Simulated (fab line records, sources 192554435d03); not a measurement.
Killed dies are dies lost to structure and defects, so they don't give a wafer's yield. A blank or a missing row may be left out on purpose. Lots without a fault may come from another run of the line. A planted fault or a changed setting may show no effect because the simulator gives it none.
Chamber matching | flow n5_finfet | N5_BEOL_M0_SAQP_PECVD_04 on pecvd-03: 3 sister chambers
The step deposits a-Si from SiH4/He, target thk 60 nm, time 60.2 s. 20 wafers are shown with their chamber, then 10 later ones without.

WAFERS WITH THEIR CHAMBER
wafer  | chamber | throttle_valve_pct (%) | showerhead_plenum_p_Torr (Torr) | heater_power_w (W)
L074.1 | 2       | 18.0                   | 5.714                           | 671
L074.2 | 0       | 15.9                   | 5.651                           | 713
L074.3 | 1       | 18.4                   | 5.655                           | 816
L075.1 | 1       | 18.4                   | 5.680                           | 844
L075.2 | 0       | 16.1                   | 5.652                           | 585
L075.4 | 1       | 18.7                   | 5.678                           | 815
L079.1 | 0       | 16.3                   | 5.649                           | 618
L079.2 | 1       | 18.5                   | 5.658                           | 709
L079.3 | 2       | 18.0                   | 5.714                           | 684
L081.1 | 1       | 18.3                   | 5.657                           | 817
L081.2 | 0       | 16.2                   | 5.652                           | 740
L081.6 | 0       | 16.1                   | 5.648                           | 592
L084.1 | 2       | 18.0                   | 5.707                           | 662
L084.3 | 2       | 18.3                   | 5.714                           | 640
L084.6 | 0       | 16.0                   | 5.651                           | 692
L085.3 | 2       | 18.3                   | 5.709                           | 713
L085.4 | 2       | 18.0                   | 5.704                           | 719
L085.5 | 1       | 18.3                   | 5.675                           | 802
L086.2 | 2       | 18.1                   | 5.708                           | 703
L086.5 | 2       | 18.2                   | 5.710                           | 719

SIGNATURES (means of the wafers above)
reading                  | chamber 0 | chamber 1 | chamber 2 | scatter within a chamber
throttle_valve_pct       | 16.100    | 18.433    | 18.113    | 0.142
showerhead_plenum_p_Torr | 5.65050   | 5.66717   | 5.71000   | 0.00682
heater_power_w           | 656.67    | 800.50    | 688.88    | 48
Rule: a wafer's distance from a chamber is the root of the sum, over the readings, of the square of ((its reading less the chamber's mean) divided by the reading's scatter). The wafer belongs to the nearest chamber; if the next one is less than 2 further off, it can't be placed. The scatter: the root of (the sum of the squares of (reading less its chamber's mean) over the shown wafers, divided by (wafers less chambers)).

WAFERS WITHOUT THEIR CHAMBER
wafer  | throttle_valve_pct (%) | showerhead_plenum_p_Torr (Torr) | heater_power_w (W)
L086.6 | 16.2                   | 5.650                           | 649
L091.1 | 16.2                   | 5.661                           | 727
L091.5 | 18.3                   | 5.715                           | 724
L091.6 | 16.2                   | 5.646                           | 717
L094.2 | 16.3                   | 5.640                           | 617
L094.4 | 18.6                   | 5.662                           | 824
L094.6 | 16.3                   | 5.655                           | 609
L096.2 | 18.2                   | 5.703                           | 731
L096.4 | 18.4                   | 5.700                           | 713
L096.6 | 18.5                   | 5.666                           | 735

WHICH CHAMBER EACH WENT THROUGH
wafer  | from the rows above | in truth
L086.6 | 0                   | 0
L091.1 | 0                   | 0
L091.5 | 2                   | 2
L091.6 | 0                   | 0
L094.2 | 0                   | 0
L094.4 | 1                   | 1
L094.6 | 0                   | 0
L096.2 | 2                   | 2
L096.4 | 2                   | 2
L096.6 | 1                   | 1
Placed correctly: 10 of 10. Can't be placed from these rows: 0. Placed wrongly: 0.
